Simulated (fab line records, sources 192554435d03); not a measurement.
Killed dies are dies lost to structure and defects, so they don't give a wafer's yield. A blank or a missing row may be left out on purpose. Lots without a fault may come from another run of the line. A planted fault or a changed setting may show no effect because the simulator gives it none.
Chamber matching | flow n5_finfet | N5_FIN_SAQP_HM_OPEN_73 on rie_diel-06: 4 sister chambers
The step chemistry CHF3/O2, target SiO2, stops on a-Si, target depth 12 nm, time 16.8 s. 14 wafers are shown with their chamber, then 7 later ones without.

WAFERS WITH THEIR CHAMBER
wafer  | chamber | showerhead_plenum_p_Torr (Torr) | drypump_motor_current_A (A) | throttle_valve_pct (%)
L075.2 | 3       | 2.53                            | 5.10                        | 19.2
L075.4 | 2       | 2.45                            | 5.49                        | 18.8
L075.5 | 3       | 2.53                            | 5.15                        | 19.2
L079.1 | 1       | 2.48                            | 5.62                        | 19.2
L079.4 | 3       | 2.53                            | 5.12                        | 19.2
L079.6 | 3       | 2.53                            | 5.13                        | 19.2
L081.3 | 1       | 2.48                            | 5.62                        | 19.1
L081.4 | 0       | 2.35                            | 5.90                        | 18.5
L081.6 | 0       | 2.35                            | 5.90                        | 18.5
L084.1 | 2       | 2.44                            | 5.51                        | 18.8
L084.3 | 0       | 2.34                            | 5.93                        | 18.5
L084.5 | 2       | 2.44                            | 5.52                        | 18.8
L087.1 | 2       | 2.44                            | 5.50                        | 18.8
L087.2 | 0       | 2.34                            | 5.93                        | 18.5

SIGNATURES (means of the wafers above)
reading                  | chamber 0 | chamber 1 | chamber 2 | chamber 3 | scatter within a chamber
showerhead_plenum_p_Torr | 2.3450    | 2.4800    | 2.4425    | 2.5300    | 0.00418
drypump_motor_current_A  | 5.9150    | 5.6200    | 5.5050    | 5.1250    | 0.0164
throttle_valve_pct       | 18.500    | 19.150    | 18.800    | 19.200    | 0.0224
Rule: a wafer's distance from a chamber is the root of the sum, over the readings, of the square of ((its reading less the chamber's mean) divided by the reading's scatter). The wafer belongs to the nearest chamber; if the next one is less than 2 further off, it can't be placed. The scatter: the root of (the sum of the squares of (reading less its chamber's mean) over the shown wafers, divided by (wafers less chambers)).

WAFERS WITHOUT THEIR CHAMBER
wafer  | showerhead_plenum_p_Torr (Torr) | drypump_motor_current_A (A) | throttle_valve_pct (%)
L087.5 | 2.44                            | 5.51                        | 18.8
L092.2 | 2.47                            | 5.66                        | 19.2
L092.4 | 2.52                            | 5.12                        | 19.3
L092.5 | 2.52                            | 5.10                        | 19.3
L096.1 | 2.47                            | 5.66                        | 19.2
L096.3 | 2.51                            | 5.14                        | 19.3
L096.4 | 2.47                            | 5.63                        | 19.2

WHICH CHAMBER EACH WENT THROUGH
wafer  | from the rows above | in truth
L087.5 | 2                   | 2
L092.2 | 1                   | 1
L092.4 | 3                   | 3
L092.5 | 3                   | 3
L096.1 | 1                   | 1
L096.3 | 3                   | 3
L096.4 | 1                   | 1
Placed correctly: 7 of 7. Can't be placed from these rows: 0. Placed wrongly: 0.
